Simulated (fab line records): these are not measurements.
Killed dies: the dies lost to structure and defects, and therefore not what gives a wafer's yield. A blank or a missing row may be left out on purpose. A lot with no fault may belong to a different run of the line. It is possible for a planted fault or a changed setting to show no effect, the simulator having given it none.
Chamber matching    flow n5_finfet    N5_BEOL_M0_STRIP_142 on rie_diel-03 has 4 sister chambers
The step strips in N2/H2, time 10 s. 4 wafers are shown with their chamber, then 12 later ones without.

## WAFERS PAIRED WITH THEIR CHAMBERS
wafer   chamber  showerhead_plenum_p_Torr (Torr)
L088.2  3        2.41
L089.2  0        2.65
L089.3  1        2.56
L089.4  2        2.54

## WAFERS WITHOUT THEIR CHAMBER
wafer   showerhead_plenum_p_Torr (Torr)
L091.3  2.65
L091.5  2.65
L091.6  2.53
L093.1  2.56
L093.2  2.65
L093.4  2.53
L095.2  2.53
L095.3  2.72
L095.4  2.56
L096.2  2.72
L096.3  2.55
L096.4  2.53

## EACH ONE'S CHAMBER
wafer    from the rows above       in truth
L091.3   0                         0
L091.5   0                         0
L091.6   can't be placed: 2 or 1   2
L093.1   can't be placed: 1 or 2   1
L093.2   0                         0
L093.4   can't be placed: 2 or 1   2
L095.2   can't be placed: 2 or 1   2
L095.3   0                         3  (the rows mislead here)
L095.4   can't be placed: 1 or 2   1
L096.2   0                         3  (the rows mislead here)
L096.3   can't be placed: 2 or 1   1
L096.4   can't be placed: 2 or 1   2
Placed correctly: 3 of 12. From these rows, 7 cannot be placed; in 7 the true chamber is one of the candidates. Number placed wrongly: 2.
How it was worked out, from the rows above alone: a wafer's distance from a chamber is the root of the sum, over the readings, of the square of ((its reading less the chamber's mean) divided by the reading's scatter). The wafer belongs to the nearest chamber; if the next one is less than 2 further off, it can't be placed. A chamber's mean is the mean of its shown wafers. The scatter (one wafer shown for each chamber): square how far every hidden wafer sits from the nearest shown wafer, average those squares and take the square root.
